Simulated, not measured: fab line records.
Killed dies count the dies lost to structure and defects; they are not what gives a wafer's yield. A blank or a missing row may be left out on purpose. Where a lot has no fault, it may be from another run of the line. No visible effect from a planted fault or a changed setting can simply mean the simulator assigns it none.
Chamber matching    flow n5_finfet    rie_diel-02 running N5_BEOL_M13_VIA_ETCH_16: 4 sister chambers
The step etches SiOC in C4F8/O2/Ar, target depth 921.7 nm. 4 wafers are shown with their chamber, then 10 later ones without.

## WAFERS PAIRED WITH THEIR CHAMBERS
wafer   chamber  drypump_motor_current_A (A)
L089.6  0        5.47
L088.6  3        6.13
L091.4  1        5.99
L091.5  2        5.98

## WAFERS WHOSE CHAMBER IS MISSING
wafer   drypump_motor_current_A (A)
L091.6  5.99
L092.2  5.97
L092.3  6.15
L092.5  5.49
L093.3  6.14
L093.5  5.48
L093.6  6.16
L095.3  6.15
L095.4  5.98
L095.5  5.99

## EACH ONE'S CHAMBER
wafer   from the rows above      in truth
L091.6  can't be placed: 1 or 2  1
L092.2  can't be placed: 2 or 1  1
L092.3  3                        3
L092.5  0                        0
L093.3  3                        3
L093.5  0                        0
L093.6  3                        3
L095.3  3                        3
L095.4  can't be placed: 2 or 1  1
L095.5  can't be placed: 1 or 2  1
6 of 10 placed correctly. These rows do not allow placing 4 (true chamber among the candidates in 4). Placed wrongly: 0.
How it was worked out, from the rows above alone: a wafer's distance from a chamber is the root of the sum, over the readings, of the square of ((its reading less the chamber's mean) divided by the reading's scatter). The wafer belongs to the nearest chamber; if the next one is less than 2 further off, it can't be placed. For every chamber, the mean is computed from those of its wafers that are shown. The scatter: root of mean squared gap, hidden wafer to nearest shown wafer, with one shown wafer a chamber.
